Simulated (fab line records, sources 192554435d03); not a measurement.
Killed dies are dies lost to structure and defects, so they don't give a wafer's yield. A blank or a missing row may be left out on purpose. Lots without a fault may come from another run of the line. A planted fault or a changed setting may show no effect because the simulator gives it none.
Problem report in the 8D (eight disciplines) form, filled by code | flow n5_finfet | the parts of the form that need people (team, actions taken, sign-off) are left out

1. THE PROBLEM
oes_product_au at N5_BEOL_M0_SAQP_ETCH_102 reads a mean of 1.216 a.u. on 3 wafers of 2 lots; wafers without a fault read 0.990 a.u. with a standard deviation of 0.023. That is +9.8 standard deviations from the usual mean.
The step: etches SiO2 in CF4, target depth 4 nm, time 4.4 s.
First seen on wafer L833.6, day 7 07:43, on rie_si-03. The record holds 17 wafers of 6 lots with a number at this step. Rule for "out", or "out of limits": more than 4 standard deviations from the usual mean. The other wafers with a number count as sound.

2. WHAT IT IS AND WHAT IT IS NOT
question                    | is                     | is not
which readings at this step | oes_product_au         | drypump_motor_current_A, rf_fwd_power_W, throttle_valve_pct
which lots                  | L833, L837             | L829, L843, L846, L847
which wafers of those lots  | L833.6, L837.3, L837.6 | L833.1, L833.5
read on which tools         | rie_si-03              | rie_si-05
when                        | from day 7 07:43       | up to then (5 sound wafers); but 9 sound wafers of L843, L846, L847 came after

3. SUSPECTS, AND WHAT RULES EACH OUT
Counting: a tool at a process step up to the reading stays a suspect if it ran every lot that is out. Sound lots after the first of them don't rule it out here, since some wafers of a struck lot are sound.
- rie_si-05 at N5_BEOL_M0_SAQP_MANDREL_ETCH_20 (etches a-Si in HBr/Cl2, stops on SiNx, target depth 60 nm, bt time 10 s, time 30 s): kept. It ran every lot that is out, first L833 (day 7 05:44).
- vapor_etch-02 at N5_BEOL_M0_SAQP_RECESS_114 (chemistry HF/NH3, target SiO2, target depth 14.4 nm, afs cycles 3, sublimation time 60 s): kept. It ran every lot that is out, first L833 (day 7 06:01).
- rie_si-03 at N5_BEOL_M0_SAQP_ETCH_102 (etches SiO2 in CF4, target depth 4 nm, time 4.4 s): kept. It ran every lot that is out, first L833 (day 7 07:43). Its own readings are out on those wafers: oes_product_au.
- Within rie_si-05 at N5_BEOL_M0_SAQP_MANDREL_ETCH_20: the wafers that are out ran in chambers 1, 3; their sound lot-mates ran in chambers 0, 2.
Left after counting: rie_si-05 at N5_BEOL_M0_SAQP_MANDREL_ETCH_20, vapor_etch-02 at N5_BEOL_M0_SAQP_RECESS_114, rie_si-03 at N5_BEOL_M0_SAQP_ETCH_102.

4. THE CAUSE (what the simulator had put in)
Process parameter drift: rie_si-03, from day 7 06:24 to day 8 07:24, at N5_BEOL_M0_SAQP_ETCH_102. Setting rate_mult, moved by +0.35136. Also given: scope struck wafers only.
Counting left 3 suspects, and this tool is among them.

5. THE CHAIN OF EFFECTS, in route order
Each row: a reading whose mean over the struck wafers that have a number lies more than 3 standard deviations from the usual. Only readings for which the record gives a usual standard deviation are gone through. hours: the time from each lot's start at the first step in this table that gives one to its start at this step, as a median over the lots. sigmas: the change in usual standard deviations.
hours | step                     | reading        | usual      | on struck wafers | change | sigmas
0     | N5_BEOL_M0_SAQP_ETCH_102 | oes_product_au | 0.990 a.u. | 1.216            | +0.226 | +9.8
The process steps in it:
- N5_BEOL_M0_SAQP_ETCH_102: etches SiO2 in CF4, target depth 4 nm, time 4.4 s.
Later measuring or inspecting steps at which every struck wafer that the step has a row for has a number for every such reading, and none has moved that far: N5_BEOL_M4_RC_MEAS_101.

6. WHAT WOULD HAVE CAUGHT IT SOONER
In this record the first reading out of limits was taken at day 7 07:43, 1 hour after the fault began at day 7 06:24.
